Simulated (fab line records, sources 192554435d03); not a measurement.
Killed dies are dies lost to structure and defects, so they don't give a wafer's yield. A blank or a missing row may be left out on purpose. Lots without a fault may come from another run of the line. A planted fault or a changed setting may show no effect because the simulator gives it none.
One fault seen from 2 desks | flow n5_finfet | each desk has only its own numbers; what lay behind them comes last

THE TOOL OWNER'S DESK: rie_diel-04
The tool's own readings at N5_BEOL_M1_ETCH_70 (etches SOC in N2/H2, target depth 80 nm, overetch 16 nm, time 120 s): means of the sampled wafers that have a number, for each lot that ran on this tool. A lot is out of limits, marked OUT, if its mean lies more than 4 standard deviations from the usual mean; the brackets give that distance.
Columns: A = drypump_motor_current_A at N5_BEOL_M1_ETCH_70, usual 5.5 A; B = oes_product_au at N5_BEOL_M1_ETCH_70, usual 0.62 a.u.; C = rf_vpp_V at N5_BEOL_M1_ETCH_70, usual 523.9 V; D = showerhead_plenum_p_Torr at N5_BEOL_M1_ETCH_70, usual 2.54 Torr; E = throttle_valve_pct at N5_BEOL_M1_ETCH_70, usual 17.88 %
lot  | first seen here | A   | B    | C     | D    | E
L393 | day 8 15:37     | 5.3 | 0.67 | 522.9 | 2.50 | 17.73
L403 | day 11 08:26    | 5.3 | 0.64 | 522.1 | 2.49 | 17.77
L407 | day 12 01:58    | 5.2 | 0.67 | 522.5 | 2.52 | 17.70
This desk's finding: nothing out of limits on any of the 3 lots.

THE METROLOGY DESK
What the gauges read, lot by lot, whatever tool the lot ran on: means of the sampled wafers that have a number. A lot is out of limits, marked OUT, if its mean lies more than 4 standard deviations from the usual mean; the brackets give that distance. Of its 13 readings 7 are shown: those that lie furthest out on some lot.
Columns: A = CHAIN_V0 at N5_BEOL_M4_RC_MEAS_101, usual 241 ohm/link; B = CHAIN_V0_max_site at N5_BEOL_M4_RC_MEAS_101, usual 252 ohm/link; C = IOFF_P at N5_BEOL_M4_RC_MEAS_101, usual 0.22 nA/um; D = ION_P at N5_BEOL_M4_RC_MEAS_101, usual 463 uA/um; E = VT_N at N5_BEOL_M4_RC_MEAS_101, usual 249 mV; F = VT_P at N5_BEOL_M4_RC_MEAS_101, usual -249 mV; G = M5_ILD_THK at N5_BEOL_M5_THK_MEAS_01, usual 121.8 nm
lot  | first seen here | A   | B   | C    | D   | E   | F    | G
L384 | day 7 23:09     | 244 | 252 | 0.20 | 466 | 250 | -249 | 120.2
L386 | day 8 04:20     | 246 | 253 | 0.29 | 475 | 244 | -245 | 123.3
L393 | day 10 04:41    | 220 | 227 | 0.30 | 476 | 247 | -241 | 119.1
L398 | day 11 05:46    | 240 | 250 | 0.21 | 461 | 250 | -250 | 121.0
L399 | day 11 21:28    | 237 | 245 | 0.26 | 475 | 246 | -245 | 118.7
L402 | day 12 09:35    | 235 | 246 | 0.19 | 464 | 250 | -251 | 122.4
L403 | day 12 23:11    | 228 | 235 | 0.22 | 467 | 251 | -249 | 123.6
L405 | day 13 03:17    | 244 | 256 | 0.19 | 466 | 251 | -250 | 121.4
L407 | day 13 22:28    | 245 | 258 | 0.24 | 474 | 246 | -246 | 122.5
This desk's finding: nothing out of limits on any of the 9 lots.

PUT TOGETHER
The tool owner's desk saw nothing out of limits.
The metrology desk saw nothing out of limits.

WHAT THE SIMULATOR HAD PUT IN
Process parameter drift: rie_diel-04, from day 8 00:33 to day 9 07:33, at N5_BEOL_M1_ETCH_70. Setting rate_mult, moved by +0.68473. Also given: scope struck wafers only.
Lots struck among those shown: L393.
